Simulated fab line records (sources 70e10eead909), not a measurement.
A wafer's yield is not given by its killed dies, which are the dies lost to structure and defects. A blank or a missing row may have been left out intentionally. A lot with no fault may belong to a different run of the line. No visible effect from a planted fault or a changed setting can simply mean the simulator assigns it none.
Struck lot and sound lot, side by side + flow nand-harc + 40 out of 1302 route steps
Sound: these wafers, L937.1, L937.5, L937.6. Struck: wafers L942.3, L942.5 (left out: L942.4, a lot-mate that was not struck); the cause follows at the end.
At each step with rows: each side's tool, then ch and its chambers, then its first start. Under that, the readings that differ: sound wafers + struck wafers + difference of the means + sigmas: that difference in standard deviations of wafers without a fault.
alike: readings whose means differ by less than 2 such deviations, and words and numbers that are the same on both sides. not compared: withheld readings, readings that some wafer has no value for, bounds like >300 that may hide the same value, and numbers for which the record gives no deviation and whose values overlap.
A row with sigmas, a row that says differs or no value, or rows on one side alone: a step with any of these is where the two part. When numbers do not overlap yet have no deviation, they are printed without sigmas and do not part them. A reading missing from all wafers of one side parts the sides only when that side holds two or more wafers.

first, 4 steps without rows for these wafers: NHARC_A_CONTACT_ETCH_137 (etches the open film in C4F8/O2/Ar, time 311 s, target depth 1912 nm); NHARC_A_CONTACT_ETCH_138 (etches the open film in C4F8/O2/Ar, time 311 s, target depth 1914 nm); NHARC_A_CONTACT_ETCH_139 (etches the open film in C4F8/O2/Ar, time 195 s, target depth 840 nm); NHARC_A_CONTACT_ETCH_92 (etches the open film in CH3F/O2, target depth 40 nm, time 85.7 s).
NHARC_A_CONTACT_ETCH_98: etches the open film in C4F6/O2, target depth 20 nm, time 10 s.
  sound: rie-diel-13 ch 0,1,3; struck: rie-diel-13 ch 2,3
| reading               | sound             | struck      | difference | sigmas |
|-----------------------|-------------------|-------------|------------|--------|
| oes-product-au (a.u.) | 0.968 0.970 0.996 | 0.945 0.935 | -0.038     | -2     |
  alike: chamber-pressure-mTorr, drypump-motor-current-A, rf-vpp-V, showerhead-plenum-p-Torr, throttle-valve-pct
  not compared: rf-hours-counter-h
NHARC_A_CONTACT_CD_MEAS_15:
  sound on cd-sem-01, day 25 03:44; struck on cd-sem-02, day 26 21:36
  alike: cd-nm
then, 4 steps without rows for these wafers: NHARC_A_CONTACT_STRIP_107 (strips in N2/H2); NHARC_A_CONTACT_STRIP_108 (strips in CF4/CHF3); NHARC_A_CONTACT_STRIP_109 (strips in O2/COS); NHARC_A_CONTACT_ETCH_110 (etches the open film in CF4/O2, target depth 60 nm, overetch 6 nm, time 33 s).
NHARC_A_CONTACT_STRIP_26: strips in O2.
  sound: rie-diel-13 ch 1,2,3; struck: rie-diel-02 ch 1,2
  alike: chamber-pressure-mTorr, drypump-motor-current-A, oes-product-au, rf-vpp-V, showerhead-plenum-p-Torr, throttle-valve-pct
  not compared: rf-hours-counter-h
then, 1 step without rows for these wafers: NHARC_A_CONTACT_STRIP_27 (strips in post etch residue remover, time 600 s).
NHARC_A_CONTACT_ALD_18: deposits TiN, target thk 3 nm, pulse time 1 s, ald cycles 150.
  sound on ald-metal-03 ch 0,2,3, day 25 05:16; struck on ald-metal-01 ch 2, day 26 22:32
  alike: heater-power-w, precursor-pulse-height-rel
  not compared: since-wet-clean-h
then, 13 steps without rows for these wafers: NHARC_A_CONTACT_CVD_19 (deposits W, target thk 300 nm, time 802 s); NHARC_A_CONTACT_CMP_20 (polishes, t overpolish 30 s, target thk 300 nm); NHARC_A_CONTACT_SRD_22; NHARC_A_BLC_DEHYDRATE_00 (time 120 s); NHARC_A_BLC_HMDS_01 (time 30 s); NHARC_A_BLC_COAT_02 (time 75 s); NHARC_A_BLC_COAT_03 (time 65 s); NHARC_A_BLC_COAT_04 (resist thk 90 nm); NHARC_A_BLC_SOFTBAKE_05 (time 55 s); NHARC_A_BLC_EBR_06; NHARC_A_BLC_EXPOSE_07 (exposes mask A BLC, target cd 100 nm); NHARC_A_BLC_PEB_08 (peb time 65 s); NHARC_A_BLC_DEVELOP_09 (develop time 35 s).
NHARC_A_BLC_CD_MEAS_10 targets a cd of 100 nm.
  sound on cd-sem-01 ch 0, day 25 07:16; struck on cd-sem-01 ch 0, day 27 00:32
  alike: cd-nm
NHARC_A_BLC_OVL_MEAS_11:
  sound on overlay-02, day 25 07:20; struck on overlay-01, day 27 00:37
  alike: overlay-x-nm, overlay-y-nm
then, 4 steps without rows for these wafers: NHARC_A_BLC_DESCUM_15 (chemistry O2, time 3 s); NHARC_A_BLC_ETCH_16 (etches the open film in CF4, target depth 39 nm, time 65 s); NHARC_A_BLC_ETCH_17 (etches the open film in N2/H2, target depth 390 nm, time 609.38 s); NHARC_A_BLC_ETCH_18 (etches the open film in C4F8/O2/Ar, target depth 910 nm).
NHARC_A_BLC_CD_MEAS_19:
  sound on cd-sem-01, day 25 08:25; struck on cd-sem-01, day 27 01:41
  alike: cd-nm
NHARC_A_BLC_STRIP_29: strips in CF4.
  sound on rie-diel-07 ch 0,1, day 25 08:29; struck on rie-diel-07 ch 2,3, day 27 01:46
  alike: chamber-pressure-mTorr, drypump-motor-current-A, oes-product-au, rf-vpp-V, showerhead-plenum-p-Torr, throttle-valve-pct
  not compared: rf-hours-counter-h
NHARC_A_BLC_STRIP_21: strips in O2.
  sound on rie-diel-07 ch 1,2, day 25 08:36; struck on rie-diel-07 ch 1,2, day 27 01:52
  alike: chamber-pressure-mTorr, drypump-motor-current-A, oes-product-au, rf-vpp-V, showerhead-plenum-p-Torr, throttle-valve-pct
  not compared: rf-hours-counter-h
then, 3 steps without rows for these wafers: NHARC_A_BLC_STRIP_22 (strips in post etch residue remover, time 600 s); NHARC_A_BLC_DEGAS_30 (time 60 s); NHARC_A_BLC_PRE_CLEAN_31 (time 15 s).
NHARC_A_BLC_PVD_32: deposits Ti, target thk 5 nm, time 17.7 s.
  sound on pvd-sputter-02; struck on pvd-sputter-01
  alike: substrate-temp-c, throttle-valve-pct
NHARC_END_SORT_01:
  the record has rows for the struck wafers here (prober-01 ch 0, day 28 20:04) and none for the sound ones

WHERE THEY PART
Last at NHARC_END_SORT_01 as far as this record goes, first at NHARC_A_CONTACT_ETCH_98.

WHY: the cause the simulator had injected
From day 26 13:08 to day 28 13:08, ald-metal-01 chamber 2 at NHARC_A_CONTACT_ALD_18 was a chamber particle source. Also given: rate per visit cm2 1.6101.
